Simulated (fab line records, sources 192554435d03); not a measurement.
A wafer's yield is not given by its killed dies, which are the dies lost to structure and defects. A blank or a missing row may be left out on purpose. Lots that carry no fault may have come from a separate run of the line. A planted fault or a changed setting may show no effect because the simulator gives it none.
A struck lot beside a sound one    flow n5 finfet    18 steps out of a route of 1938
Sound: these wafers, L528.2, L528.3, L528.6. Wafers L537.2, L537.4, L537.5 were the ones struck. Last of all comes the cause.
For every step that has rows: the tool of each side, followed by ch and its chambers, followed by its first start. Under that, the readings that differ: sound wafers    struck wafers    difference of the means    sigmas: that difference in standard deviations of wafers without a fault.
alike: a reading whose means differ by less than 2 such deviations, as well as words and numbers matching on both sides. not compared: withheld readings; readings where some wafer has no value; bounds like >300 that might hide an equal value; numbers whose values overlap and for which the record gives no deviation.
The two part at a step that has a row with sigmas, a row that says differs or no value, or rows on one side only. Numbers that have no deviation but don't overlap get no sigmas and don't part them. A reading missing from all wafers of one side parts the sides only when that side holds two or more wafers.

first, 11 steps without rows for these wafers: N5_BEOL_M0_SAQP_DESCUM_19 (chemistry O2, time 7.9 s); N5_BEOL_M0_SAQP_ETCH_83 (etches SiARC in CF4, target depth 39 nm, time 65 s); N5_BEOL_M0_SAQP_ETCH_84 (etches SOC in N2/H2, target depth 100 nm, overetch 20 nm, time 150 s); N5_BEOL_M0_SAQP_STRIP_80 (strips in N2/H2); N5_BEOL_M0_SAQP_HM_OPEN_112 (chemistry CHF3/O2, target SiO2, stops on a-Si, target depth 12 nm, time 13.5 s); N5_BEOL_M0_SAQP_STRIP_113 (strips in CHF3/O2); N5_BEOL_M0_SAQP_MANDREL_ETCH_20 (etches a-Si in HBr/Cl2, stops on SiNx, target depth 60 nm, bt time 10 s, time 30 s); N5_BEOL_M0_SAQP_STRIP_86 (strips in N2/H2); N5_BEOL_M0_SAQP_STRIP_115 (strips in post etch residue remover, time 60 s); N5_BEOL_M0_SAQP_SRD_93 (time 30 s); N5_BEOL_M0_SAQP_RECESS_114 (chemistry HF/NH3, target SiO2, target depth 14.4 nm, afs cycles 3, sublimation time 60 s).
N5_BEOL_M0_SAQP_SPACER1_ALD_98: deposits SiO2, target thk 12.8 nm, pulse time 1 s, purge time 2 s.
  sound on ald sin-03 ch 1,3, day 6 01:15; struck on ald sin-03 ch 0,1,2, day 8 05:07
reading                                                sound           struck    difference  sigmas
ald cycles                                             138 138 138     42 42 42  -96         
model.SiO2_of_BEOL_M0_SAQP_SPACER1_ALD_98.thk nm (nm)  12.8 12.8 12.8  3.8 4 4   -8.9        
  alike: heater power w, precursor pulse height rel
then, 1 step without rows for these wafers: N5_BEOL_M0_SAQP_SPACER1_ETCHBACK_99 (etches SiO2 in CHF3/O2, target depth 15.4 nm, time 7.7 s).
N5_BEOL_M0_SAQP_MANDREL1_REMOVE_100: chemistry HBr/Cl2/O2, target a-Si, stops on SiNx, bt time 10 s.
  sound on rie si-01 ch 0,1,3, day 6 01:53; struck on rie si-06 ch 0,1,3, day 8 05:41
reading                                                sound           struck       difference  sigmas
drypump motor current A (A)                            5.7 5.7 6.4     5.0 5.1 4.6  -1.0        -2
model.BEOL_M0_SAQP.cd nm (nm)                          12.8 12.6 12.8  3.8 3.8 4    -8.9        
model.SiO2_of_BEOL_M0_SAQP_SPACER1_ALD_98.thk nm (nm)  7.4 7.4 7.6     1.8 1.8 1.8  -5.7        
  alike: chamber pressure mTorr, oes product au, throttle valve pct
  not compared: rf hours counter h
N5_BEOL_M0_SAQP_CD_MEAS_25: target cd 13.1 nm.
  sound on cd sem-01 ch 0, day 6 01:59; struck on cd sem-01 ch 0, day 8 05:47
reading     sound              struck          difference  sigmas
cd nm (nm)  12.69 12.45 12.83  3.41 4.08 4.03  -8.82       -38
then, 1 step without rows for these wafers: N5_BEOL_M0_SAQP_ETCH_101 (etches SiNx in CH3F/O2, target depth 29.9 nm, time 42.7 s).
N5_BEOL_M4_RC_MEAS_101:
  the record has rows for the sound wafers here (prober-01 ch 0, day 8 13:46) and none for the struck ones
-- record jumps: 7 days separate the struck wafers' starts on either side; left off in module BEOL_M4, taken up again in module PASSIVATION, whose first shown step is the route's number 1936 --
N5_PASSIVATION_PROBE_49:
  sound: prober-02 at day 12 20:22; struck: prober-01 at day 15 01:31
reading                   sound           struck          difference  sigmas
defect limited yield (%)  90.4 90.1 91.8  0 0 0           -91         -65
killed_at_M0_to_M3        43 43 36        1105 1117 1131  +1077       +98
killed dies               113 117 97      1180 1180 1180  +1071       +63
killed on rim             14 19 10        152 152 152     +138        +38
killed open               63 70 62        134 78 73       +30         +2
killed short              49 44 34        87 40 51        +17         +2
sort_bin_5_function (%)   5.4 5.6 5.0     92.7 95.8 95.8  +89.4       +98
sort n pass               1067 1063 1083  0 0 0           -1071       -63
sort yield pct (%)        90.4 90.1 91.8  0 0 0           -91         -65
  alike: killed_at_M4_up, killed at contacts, killed at front end, killed at other, sort_bin_6_memory

WHERE THEY PART
Last at N5_PASSIVATION_PROBE_49 as far as this record goes, first at N5_BEOL_M0_SAQP_MANDREL1_REMOVE_100.

WHY: the cause the simulator had injected
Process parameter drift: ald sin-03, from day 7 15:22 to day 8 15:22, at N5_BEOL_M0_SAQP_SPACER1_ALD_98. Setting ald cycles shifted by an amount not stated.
